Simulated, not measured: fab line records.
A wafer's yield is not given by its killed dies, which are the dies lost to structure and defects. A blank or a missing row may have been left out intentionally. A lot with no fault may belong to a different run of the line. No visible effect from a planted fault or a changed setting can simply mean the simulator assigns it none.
fab line records	flow nand_harc	part 1 of 2: steps 1 to 4 of 6
record lots=23	wafers=69	last_day=33
route steps=1302 shown A_STAIRCASE@651
lots that met no fault: taken from a fault-free run of the same line
start_h: hours from the record's opening day to when the first of the lot's shown wafers began	wait_h: hours since the lot's step before	" as in the row above	L1.1+2: a row that stands for several wafers	- no value present, or no start provided	* or withheld: withheld	< > ~ a bound
route shown NAME@n: a module of which the file shows steps, and the number in the route of the first	usual: mean and standard deviation over wafers with no fault	same: alike in all rows	chamber/n: place in a boat	sites: readings site by site	_std_site: their standard deviation	_edge_site: inner sites' mean taken away from outer sites' mean	radius_mm: for every site, how far away it sits from the centre of the wafer	mask NAME#n: copy n	behind: the tool/chamber that last shaped the wafer	hold: reason for holding the lot/hours on hold/outcome of the hold	device: which transistor (n, p or np) failed to switch	end of line: tests of these same wafers at the route's end	a step given without rows: its recipe and nothing more	killed: not the wafer's yield, but the dies lost to structure and defects at the first sort	map: per-die view of a wafer (x killed, . not killed, _ where there is no die)
set.NAME: the setting that was run; set.NAME@STEP: the one run at that earlier step	model.NAME: the simulator's own value behind a step, which no gauge read
one table for each step of the route and one row for each wafer, over a sample of lots
services: a tool's chamber out of use, with start hour (start_h, from the record's first day; less than 0 if before it), hours out, and reason
## steps
# step NHARC_A_STAIRCASE_ETCH_169
# recipe target_depth_a=500	time_s=107.1	ion_energy_ev=120	ch3f_flow_sccm=50	o2_flow_sccm=30	ar_flow_sccm=200	rf_w=500	bias_w=100	chemistry=CH3F/O2
# usual drypump_motor_current_A=5.9/0.42	oes_product_au=0.965/0.018	rf_vpp_V=244.3/1.6	showerhead_plenum_p_Torr=2.45/0.099	throttle_valve_pct=20.663/0.0087
lot.wafer	tool	chamber	start_h	wait_h	drypump_motor_current_A	oes_product_au	rf_hours_counter_h	rf_vpp_V	showerhead_plenum_p_Torr	throttle_valve_pct
L074.2	rie_diel-11	1	354.38	0.1	6.4	0.980	27	245.8	2.52	20.663
L074.3	"	3	"	"	6.3	0.977	30	245.4	2.53	20.664
L074.5	"	1	"	"	6.4	0.964	-	244.7	2.52	20.659
L075.2	rie_diel-07	2	354.53	0.1	5.7	0.987	19	242.8	2.31	20.672
L075.3	"	0	"	"	5.1	0.976	8	243.6	2.41	20.672
L075.5	"	3	"	"	6.0	0.969	-	243.8	2.42	20.649
L076.3	rie_diel-10	3	358.85	0.1	6.1	0.953	38	242.7	2.50	20.668
L076.5	"	3	"	"	6.1	0.938	-	245.0	2.50	20.668
L076.6	"	2	"	"	5.5	0.955	-	242.0	2.29	20.665
L077.2	rie_diel-11	3	389.15	0.1	6.3	0.934	44	245.6	2.53	20.666
L077.4	"	2	"	"	5.5	0.932	43	242.9	2.36	20.654
L077.6	"	3	"	"	6.3	0.931	-	245.7	2.53	20.647
L078.4	rie_diel-10	2	393.74	0.1	5.5	0.989	46	240.7	2.29	20.663
L078.3	"	1	"	"	6.1	0.966	35	243.4	2.40	20.647
L078.5	"	2	"	"	5.5	0.997	-	241.2	2.29	20.652
L079.2	rie_diel-07	3	393.92	0.1	6.0	0.973	26	243.8	2.42	20.664
L079.5	"	1	"	"	6.3	0.958	-	245.0	2.47	20.667
L079.6	"	2	"	"	5.8	0.969	-	242.6	2.31	20.651
L080.4	rie_diel-07	0	414.21	0.1	5.1	0.970	20	242.8	2.41	20.670
L080.3	"	1	"	"	6.3	0.947	32	244.6	2.47	20.657
L080.6	"	3	"	"	6.0	0.972	-	243.6	2.42	20.666
L081.4	rie_diel-07	3	428.33	0.1	6.0	0.965	36	243.9	2.42	20.671
L081.2	"	1	"	"	6.3	0.967	35	243.5	2.47	20.660
L081.6	"	0	"	"	5.1	0.988	-	243.9	2.41	20.659
L082.2	rie_diel-11	2	428.51	0.1	5.5	0.966	52	242.5	2.36	20.668
L082.4	"	1	"	"	6.4	0.965	57	244.8	2.50	20.654
L082.5	"	2	"	"	5.6	0.955	-	242.8	2.36	20.678
L084.4	rie_diel-10	1	442.88	0.2	6.1	0.927	2	243.4	2.39	20.659
L084.3	"	3	"	"	6.1	0.933	3	244.3	2.49	20.657
L084.6	"	2	"	"	5.5	0.938	-	246.1	2.66	20.669
L083.2	rie_diel-10	2	443.11	0.4	5.5	0.936	3	246.8	2.66	20.668
L083.3	"	3	"	"	6.1	0.935	3	245.1	2.49	20.669
L083.4	"	0	"	"	6.3	0.953	3	244.6	2.43	20.640
L085.2	rie_diel-10	1	455.26	0.1	6.1	0.957	6	243.8	2.39	20.675
L085.3	"	3	"	"	6.1	0.971	6	246.1	2.49	20.664
L085.5	"	0	"	"	6.2	0.983	-	243.5	2.43	20.664
L086.5	rie_diel-07	0	463.24	0.1	5.1	0.962	-	243.4	2.40	20.663
L086.4	"	2	"	"	5.8	0.944	-	242.6	2.30	20.667
L086.6	"	3	"	"	6.0	0.973	-	242.6	2.41	20.649
L087.3	rie_diel-07	0	490.68	0.1	5.1	0.956	1	243.7	2.40	20.658
L087.4	"	3	"	"	6.0	0.961	1	243.3	2.41	20.672
L087.6	"	1	"	"	6.3	0.986	-	244.3	2.46	20.675
L088.2	rie_diel-11	1	490.86	0.1	6.4	0.992	14	246.0	2.50	20.677
L088.3	"	2	"	"	5.5	0.974	15	243.8	2.35	20.658
L088.6	"	0	"	"	5.3	0.970	-	245.4	2.60	20.663
L089.3	rie_diel-11	0	499.23	0.1	5.3	0.981	15	246.7	2.60	20.662
L089.2	"	1	"	"	6.4	0.993	16	245.0	2.50	20.662
L089.4	"	3	"	"	6.3	0.975	16	245.1	2.52	20.665
L091.3	rie_diel-10	0	525.36	0.1	6.3	0.974	32	243.4	2.42	20.662
L091.4	"	1	"	"	6.1	0.984	34	242.9	2.38	20.650
L091.5	"	3	"	"	6.2	0.978	-	243.8	2.48	20.649
L093.1	rie_diel-10	0	531.32	0.1	6.3	0.982	33	244.0	2.41	20.669
L093.6	"	1	"	"	6.1	0.971	-	244.0	2.38	20.673
L093.5	"	2	"	"	5.5	0.981	-	246.1	2.65	20.652
L092.3	rie_diel-10	3	531.50	0.1	6.1	0.950	31	245.3	2.47	20.659
L092.4	"	2	"	"	5.5	0.948	32	246.5	2.65	20.656
L092.5	"	3	"	"	6.1	0.956	-	246.0	2.47	20.659
L094.1	rie_diel-11	2	541.33	0.1	5.5	0.977	29	243.3	2.34	20.650
L094.3	"	0	"	"	5.3	0.977	31	247.3	2.60	20.664
L094.6	"	1	"	"	6.4	0.975	-	246.0	2.49	20.659
L095.1	rie_diel-10	3	560.15	0.1	6.1	0.971	40	244.0	2.47	20.660
L095.4	"	0	"	"	6.3	0.973	41	244.2	2.41	20.661
L095.5	"	3	"	"	6.1	0.970	-	243.9	2.47	20.650
L096.2	rie_diel-11	3	567.26	0.1	6.3	0.949	38	243.9	2.51	20.661
L096.4	"	0	"	"	5.3	0.971	41	246.6	2.59	20.655
L096.5	"	1	"	"	6.4	0.977	-	243.5	2.49	20.672
L097.1	rie_diel-11	2	574.31	0.1	5.5	0.981	39	242.9	2.34	20.674
L097.3	"	0	"	"	5.3	0.974	43	246.3	2.59	20.646
L097.5	"	2	"	"	5.6	0.976	-	242.2	2.34	20.695
# step NHARC_A_STAIRCASE_ETCH_21
# recipe target_depth_a=1000	time_s=40.5	ion_energy_ev=400	c4f8_flow_sccm=20	o2_flow_sccm=10	ar_flow_sccm=withheld	rf_w=600	bias_w=1000	chemistry=C4F8/O2
# usual oes_product_au=0.953/0.016	rf_vpp_V=896/4.9
lot.wafer	tool	chamber	start_h	wait_h	oes_product_au	rf_hours_counter_h	rf_vpp_V
L074.2	rie_diel-07	3	-	-	0.952	19	894
L074.3	"	1	"	"	0.939	18	896
L074.5	"	3	"	"	0.957	-	895
L075.2	rie_diel-10	3	-	-	0.948	37	899
L075.3	"	0	"	"	0.959	35	896
L075.5	"	3	"	"	0.947	-	898
L076.3	rie_diel-10	2	-	-	0.943	35	888
L076.6	"	0	"	"	0.950	-	896
L076.5	"	3	"	"	0.952	-	897
L077.2	rie_diel-10	3	-	-	0.977	50	896
L077.4	"	1	"	"	0.946	35	893
L077.6	"	3	"	"	0.969	-	897
L078.3	rie_diel-07	1	-	-	0.936	27	895
L078.4	"	3	"	"	0.941	26	895
L078.5	"	1	"	"	0.940	-	897
L079.2	rie_diel-10	0	-	-	0.955	48	896
L079.6	"	1	"	"	0.918	-	893
L079.5	"	2	"	"	0.948	-	887
L080.3	rie_diel-11	1	-	-	0.940	53	899
L080.4	"	2	"	"	0.945	49	891
L080.6	"	2	"	"	0.947	-	891
L082.2	rie_diel-07	1	-	-	0.931	38	894
L082.4	"	3	"	"	0.951	41	893
L082.5	"	0	"	"	0.934	-	894
L081.2	rie_diel-07	1	-	-	0.929	38	896
L081.4	"	2	"	"	0.935	42	887
L081.6	"	0	"	"	0.952	-	894
L084.3	rie_diel-10	2	-	-	0.959	3	905
L084.4	"	3	"	"	0.962	4	896
L084.6	"	1	"	"	0.944	-	892
L083.2	rie_diel-07	0	-	-	0.979	33	894
L083.4	"	2	"	"	0.949	49	888
L083.3	"	3	"	"	0.969	48	892
L085.3	rie_diel-07	0	-	-	0.948	37	893
L085.2	"	3	"	"	0.963	51	892
L085.5	"	0	"	"	0.961	-	894
L086.4	rie_diel-10	2	-	-	0.973	9	906
L086.5	"	1	"	"	0.979	-	892
L086.6	"	2	"	"	0.987	-	905
L088.2	rie_diel-10	3	-	-	0.956	16	899
L088.3	"	1	"	"	0.939	21	892
L088.6	"	2	"	"	0.966	-	904
L087.4	rie_diel-11	3	-	-	0.934	15	899
L087.3	"	2	"	"	0.951	15	890
L087.6	"	3	"	"	0.950	-	897
L089.4	rie_diel-11	0	-	-	0.959	16	903
L089.3	"	1	"	"	0.965	17	899
L089.2	"	2	"	"	0.952	18	889
L091.4	rie_diel-10	0	-	-	0.942	33	892
L091.3	"	1	"	"	0.944	35	892
L091.5	"	2	"	"	0.950	-	905
L093.1	rie_diel-11	2	-	-	0.970	27	891
L093.5	"	0	"	"	0.979	-	903
L093.6	"	1	"	"	0.992	-	897
L092.4	rie_diel-10	3	-	-	0.959	32	898
L092.3	"	2	"	"	0.965	32	905
L092.5	"	3	"	"	0.960	-	896
L094.1	rie_diel-10	0	-	-	0.956	38	895
L094.3	"	2	"	"	0.967	37	905
L094.6	"	0	"	"	0.959	-	893
L095.1	rie_diel-11	3	-	-	0.937	37	898
L095.4	"	1	"	"	0.962	39	897
L095.5	"	2	"	"	0.950	-	890
L096.2	rie_diel-11	0	-	-	0.954	42	903
L096.4	"	2	"	"	0.974	38	890
L096.5	"	3	"	"	0.946	-	898
L097.3	rie_diel-10	3	-	-	0.948	47	895
L097.1	"	1	"	"	0.946	52	891
L097.5	"	3	"	"	0.948	-	896
# step NHARC_A_STAIRCASE_DESCUM_186
# recipe time_s=3	o2_flow_sccm=200	ar_flow_sccm=0	bias_power_w=0	chemistry=O2
# usual drypump_motor_current_A=5.9/0.42	oes_product_au=1.005/0.011	rf_vpp_V=57.8/0.91	showerhead_plenum_p_Torr=1.90/0.076	throttle_valve_pct=11.311/0.0089
lot.wafer	tool	chamber	start_h	wait_h	drypump_motor_current_A	oes_product_au	rf_hours_counter_h	rf_vpp_V	showerhead_plenum_p_Torr	throttle_valve_pct
L074.3	rie_diel-07	3	360.48	-	6.0	0.999	19	58.2	1.89	11.311
L074.2	"	0	"	"	5.1	1.011	9	57.7	1.88	11.311
L074.5	"	2	"	"	5.7	1.001	-	58.1	1.79	11.306
L075.2	rie_diel-11	2	360.65	-	5.5	0.999	32	57.9	1.84	11.306
L075.3	"	3	"	"	6.3	0.995	32	57.6	1.97	11.309
L075.5	"	0	"	"	5.3	1.003	-	58.5	2.04	11.313
L076.3	rie_diel-07	3	364.98	-	6.0	0.993	20	57.7	1.88	11.304
L076.6	"	0	"	"	5.1	1.004	-	57.3	1.88	11.329
L076.5	"	1	"	"	6.3	1.001	-	57.3	1.92	11.297
L077.4	rie_diel-10	2	394.46	-	5.5	1.027	46	57.4	1.78	11.313
L077.2	"	0	"	"	6.3	0.999	45	57.1	1.89	11.326
L077.6	"	2	"	"	5.5	1.020	-	57.3	1.78	11.320
L078.4	rie_diel-07	1	399.11	-	6.3	0.997	27	57.3	1.92	11.305
L078.3	"	3	"	"	6.0	1.015	27	57.6	1.88	11.329
L078.5	"	2	"	"	5.7	0.995	-	56.7	1.79	11.319
L079.2	rie_diel-10	1	403.28	-	6.1	0.994	40	57.2	1.86	11.306
L079.6	"	0	"	"	6.3	0.990	-	58.1	1.89	11.299
L079.5	"	1	"	"	6.1	0.984	-	58.1	1.86	11.307
L080.3	rie_diel-10	0	419.64	-	6.3	0.998	54	57.8	1.89	11.308
L080.4	"	1	"	"	6.1	0.984	45	56.6	1.86	11.315
L080.6	"	0	"	"	6.3	0.994	-	59.8	1.89	11.308
L082.4	rie_diel-07	2	436.77	-	5.8	0.996	43	58.2	1.79	11.309
L082.2	"	1	"	"	6.3	0.998	39	56.5	1.92	11.307
L082.5	"	2	"	"	5.8	0.986	-	56.5	1.79	11.306
L081.4	rie_diel-07	0	437.21	-	5.1	1.008	30	57.5	1.87	11.301
L081.2	"	1	"	"	6.3	0.996	39	58.0	1.92	11.314
L081.6	"	0	"	"	5.1	0.994	-	57.4	1.87	11.304
L084.4	rie_diel-07	2	448.63	-	5.7	1.000	49	57.3	1.78	11.313
L084.3	"	3	"	"	6.1	1.012	48	56.8	1.88	11.309
L084.6	"	2	"	"	5.8	0.981	-	55.8	1.78	11.311
L083.3	rie_diel-10	0	448.80	-	6.3	1.033	4	57.8	1.89	11.314
L083.2	"	1	"	"	6.1	0.997	4	57.3	1.86	11.311
L083.4	"	2	"	"	5.5	1.005	4	57.7	2.08	11.310
L085.3	rie_diel-11	1	461.77	-	6.4	1.037	5	56.5	1.95	11.303
L085.2	"	2	"	"	5.5	1.013	5	58.2	1.83	11.315
L085.5	"	1	"	"	6.4	1.025	-	57.7	1.95	11.323
L086.4	rie_diel-11	1	468.56	-	6.4	1.020	7	57.8	1.95	11.303
L086.6	"	2	"	"	5.6	0.997	-	57.7	1.83	11.321
L086.5	"	3	"	"	6.3	1.015	-	56.5	1.96	11.296
L088.3	rie_diel-11	2	496.49	-	5.6	0.997	16	56.9	1.82	11.304
L088.2	"	3	"	"	6.3	1.004	15	57.2	1.96	11.331
L088.6	"	1	"	"	6.4	1.020	-	58.5	1.94	11.304
L087.3	rie_diel-10	2	496.64	-	5.5	1.019	18	59.3	2.07	11.311
L087.4	"	0	"	"	6.3	1.020	18	57.7	1.88	11.316
L087.6	"	1	"	"	6.2	0.993	-	57.6	1.85	11.316
L089.2	rie_diel-07	0	504.66	-	5.1	0.988	6	56.3	1.86	11.311
L089.4	"	1	"	"	6.3	0.991	7	57.6	1.91	11.320
L089.3	"	2	"	"	5.7	0.995	5	56.0	1.78	11.301
L091.4	rie_diel-07	0	531.31	-	5.1	1.006	15	57.6	1.86	11.309
L091.3	"	1	"	"	6.3	1.009	16	58.4	1.91	11.313
L091.5	"	3	"	"	6.0	0.995	-	58.2	1.87	11.336
L092.4	rie_diel-10	1	536.82	-	6.1	1.005	37	56.6	1.85	11.304
L092.3	"	2	"	"	5.5	1.013	33	59.5	2.06	11.307
L092.5	"	1	"	"	6.1	1.009	-	56.3	1.85	11.302
L093.1	rie_diel-11	1	537.93	-	6.4	1.020	31	58.0	1.94	11.317
L093.6	"	2	"	"	5.6	1.008	-	59.0	1.82	11.312
L093.5	"	3	"	"	6.3	1.004	-	57.4	1.96	11.291
L094.1	rie_diel-10	1	548.25	-	6.1	1.004	40	57.3	1.85	11.304
L094.3	"	2	"	"	5.5	1.017	38	58.0	2.06	11.321
L094.6	"	3	"	"	6.1	1.016	-	57.6	1.93	11.315
L095.1	rie_diel-11	3	565.58	-	6.3	0.994	38	59.5	1.95	11.320
L095.4	"	0	"	"	5.3	1.016	41	57.6	2.02	11.307
L095.5	"	3	"	"	6.3	0.995	-	59.5	1.95	11.315
L096.2	rie_diel-11	1	572.93	-	6.4	1.014	42	58.7	1.94	11.316
L096.4	"	3	"	"	6.3	1.001	40	57.7	1.95	11.318
L096.5	"	2	"	"	5.5	1.001	-	58.5	1.82	11.310
L097.1	rie_diel-11	0	579.70	-	5.3	1.007	44	58.9	2.02	11.297
L097.3	"	1	"	"	6.3	1.009	43	58.1	1.93	11.327
L097.5	"	0	"	"	5.3	1.014	-	58.2	2.02	11.308
# step NHARC_A_STAIRCASE_TRIM_189
# recipe time_s=211.2	o2_flow_sccm=500	ar_flow_sccm=0	bias_w=0	chemistry=O2
# usual drypump_motor_current_A=5.9/0.43	oes_product_au=1.002/0.011	rf_vpp_V=57.8/0.91	showerhead_plenum_p_Torr=3.51/0.13	throttle_valve_pct=17.035/0.0086
lot.wafer	tool	chamber	start_h	wait_h	drypump_motor_current_A	oes_product_au	rf_hours_counter_h	rf_vpp_V	showerhead_plenum_p_Torr	throttle_valve_pct
L074.2	rie_diel-07	3	-	-	6.0	1.004	19	56.7	3.48	17.030
L074.3	"	1	"	"	6.3	0.988	19	56.9	3.55	17.044
L074.5	"	3	"	"	6.1	1.003	-	56.6	3.48	17.047
L075.3	rie_diel-11	2	-	-	5.6	0.985	32	56.7	3.40	17.039
L075.2	"	3	"	"	6.3	0.991	33	57.8	3.63	17.058
L075.5	"	2	"	"	5.5	0.990	-	56.8	3.40	17.031
L076.3	rie_diel-07	0	-	-	5.1	1.003	10	58.7	3.47	17.028
L076.5	"	0	"	"	5.1	1.013	-	58.3	3.47	17.021
L076.6	"	1	"	"	6.3	0.988	-	57.8	3.55	17.036
L077.2	rie_diel-10	2	-	-	5.5	1.005	46	57.2	3.29	17.038
L077.4	"	3	"	"	6.1	1.006	51	57.7	3.57	17.032
L077.6	"	1	"	"	6.1	0.984	-	57.2	3.44	17.047
L078.4	rie_diel-07	0	-	-	5.1	1.006	17	57.3	3.46	17.034
L078.3	"	1	"	"	6.3	0.987	28	57.8	3.54	17.032
L078.5	"	0	"	"	5.1	0.999	-	58.0	3.46	17.033
L079.2	rie_diel-10	1	-	-	6.2	0.990	41	57.2	3.44	17.032
L079.5	"	1	"	"	6.1	0.988	-	59.4	3.44	17.024
L079.6	"	2	"	"	5.5	1.008	-	54.7	3.29	17.030
L080.4	rie_diel-10	0	-	-	6.3	1.006	55	57.1	3.49	17.036
L080.3	"	1	"	"	6.1	0.993	45	58.5	3.44	17.037
L080.6	"	3	"	"	6.2	0.994	-	58.4	3.57	17.028
L082.4	rie_diel-07	0	-	-	5.1	1.001	30	57.3	3.46	17.048
L082.2	"	1	"	"	6.3	1.002	39	57.6	3.53	17.030
L082.5	"	3	"	"	6.0	1.006	-	57.8	3.47	17.042
L081.2	rie_diel-07	1	-	-	6.3	0.984	40	57.7	3.53	17.031
L081.4	"	2	"	"	5.8	0.990	43	58.5	3.31	17.034
L081.6	"	1	"	"	6.3	0.997	-	57.5	3.53	17.036
L084.4	rie_diel-07	2	-	-	5.8	0.995	49	57.6	3.31	17.037
L084.3	"	3	"	"	6.1	1.003	48	57.4	3.46	17.038
L084.6	"	2	"	"	5.8	0.992	-	57.4	3.30	17.039
L083.4	rie_diel-10	0	-	-	6.3	1.014	4	57.5	3.48	17.038
L083.3	"	1	"	"	6.1	1.006	4	58.6	3.43	17.040
L083.2	"	2	"	"	5.5	1.020	4	58.6	3.81	17.038
L085.2	rie_diel-11	0	-	-	5.3	1.003	5	57.2	3.73	17.031
L085.3	"	2	"	"	5.6	1.001	5	58.1	3.38	17.028
L085.5	"	3	"	"	6.3	1.004	-	57.8	3.61	17.030
L086.4	rie_diel-11	3	-	-	6.3	1.007	8	58.3	3.61	17.042
L086.5	"	1	"	"	6.4	1.027	-	58.5	3.59	17.031
L086.6	"	2	"	"	5.6	1.006	-	57.6	3.38	17.037
L088.2	rie_diel-11	3	-	-	6.3	1.008	15	58.7	3.61	17.039
L088.3	"	1	"	"	6.4	1.022	15	57.6	3.58	17.035
L088.6	"	0	"	"	5.3	1.004	-	58.9	3.73	17.032
L087.4	rie_diel-10	3	-	-	6.1	1.010	17	58.3	3.56	17.029
L087.3	"	0	"	"	6.3	1.011	18	57.1	3.47	17.046
L087.6	"	1	"	"	6.1	0.994	-	57.3	3.42	17.039
L089.3	rie_diel-07	0	-	-	5.1	0.994	7	59.0	3.44	17.044
L089.2	"	1	"	"	6.3	0.985	8	58.0	3.52	17.027
L089.4	"	2	"	"	5.7	0.989	5	57.4	3.30	17.033
L091.4	rie_diel-07	0	-	-	5.1	1.001	15	58.2	3.44	17.040
L091.3	"	2	"	"	5.7	0.990	13	57.4	3.29	17.044
L091.5	"	0	"	"	5.1	0.999	-	57.9	3.44	17.038
L092.3	rie_diel-10	0	-	-	6.3	1.010	35	55.7	3.47	17.055
L092.4	"	3	"	"	6.1	1.021	33	57.9	3.55	17.026
L092.5	"	1	"	"	6.1	1.002	-	56.2	3.42	17.023
L093.1	rie_diel-11	0	-	-	5.3	1.007	30	57.1	3.72	17.014
L093.5	"	3	"	"	6.3	1.002	-	59.5	3.60	17.036
L093.6	"	0	"	"	5.3	1.011	-	57.1	3.72	17.028
L094.3	rie_diel-10	2	-	-	5.5	1.012	38	58.5	3.79	17.038
L094.1	"	3	"	"	6.1	1.025	37	57.1	3.55	17.032
L094.6	"	0	"	"	6.3	1.014	-	58.2	3.46	17.030
L095.1	rie_diel-11	2	-	-	5.6	1.010	36	57.6	3.36	17.036
L095.4	"	3	"	"	6.3	1.007	38	58.7	3.60	17.046
L095.5	"	1	"	"	6.4	1.023	-	59.1	3.57	17.030
L096.4	rie_diel-11	3	-	-	6.3	0.995	40	57.1	3.59	17.032
L096.2	"	1	"	"	6.4	1.023	42	58.4	3.57	17.038
L096.5	"	2	"	"	5.6	1.000	-	56.9	3.36	17.050
L097.1	rie_diel-11	3	-	-	6.3	0.992	42	57.4	3.59	17.039
L097.3	"	2	"	"	5.6	0.992	41	57.3	3.36	17.042
L097.5	"	0	"	"	5.3	1.008	-	57.5	3.71	17.017
